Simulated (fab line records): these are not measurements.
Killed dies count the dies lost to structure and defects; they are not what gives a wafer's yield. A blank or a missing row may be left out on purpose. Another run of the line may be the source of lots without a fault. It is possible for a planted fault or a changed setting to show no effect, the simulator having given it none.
Matching of chambers | flow n5_finfet | 4 sister chambers for N5_DUMMY_GATE_ETCH_32 on rie_si-05
The step etches SiO2 in CF4, target depth 3.5 nm, time 3.9 s. 8 wafers are shown with their chamber, then 7 later ones without.

## EACH WAFER AND ITS CHAMBER
wafer  | chamber | drypump_motor_current_A (A) | throttle_valve_pct (%)
L076.4 | 1       | 5.8                         | 21.33
L078.4 | 0       | 6.0                         | 21.56
L078.6 | 3       | 6.1                         | 21.41
L079.2 | 2       | 4.9                         | 21.41
L079.3 | 1       | 5.7                         | 21.32
L079.4 | 3       | 6.1                         | 21.42
L080.1 | 0       | 6.0                         | 21.56
L080.3 | 2       | 4.9                         | 21.38

## WAFERS MISSING THEIR CHAMBER
wafer  | drypump_motor_current_A (A) | throttle_valve_pct (%)
L080.5 | 6.0                         | 21.58
L083.2 | 6.1                         | 21.44
L083.5 | 6.1                         | 21.42
L083.6 | 4.9                         | 21.39
L089.1 | 5.8                         | 21.34
L089.2 | 6.1                         | 21.42
L089.4 | 4.9                         | 21.39

## WHICH CHAMBER EACH ONE RAN IN
wafer  | from the rows above | in truth
L080.5 | 0                   | 0
L083.2 | 3                   | 3
L083.5 | 3                   | 3
L083.6 | 2                   | 2
L089.1 | 1                   | 1
L089.2 | 3                   | 3
L089.4 | 2                   | 2
Correctly placed: 7 of 7. Not placeable from these rows: 0. Placed wrongly: 0.
How it was worked out, from the rows above alone: a wafer's distance from a chamber is the root of the sum, over the readings, of the square of ((its reading less the chamber's mean) divided by the reading's scatter). The wafer belongs to the nearest chamber; if the next one is less than 2 further off, it can't be placed. For every chamber, the mean is computed from those of its wafers that are shown. The scatter: take each reading less its chamber's mean, square it, sum over the shown wafers, divide by the number of wafers less the number of chambers, and take the root.
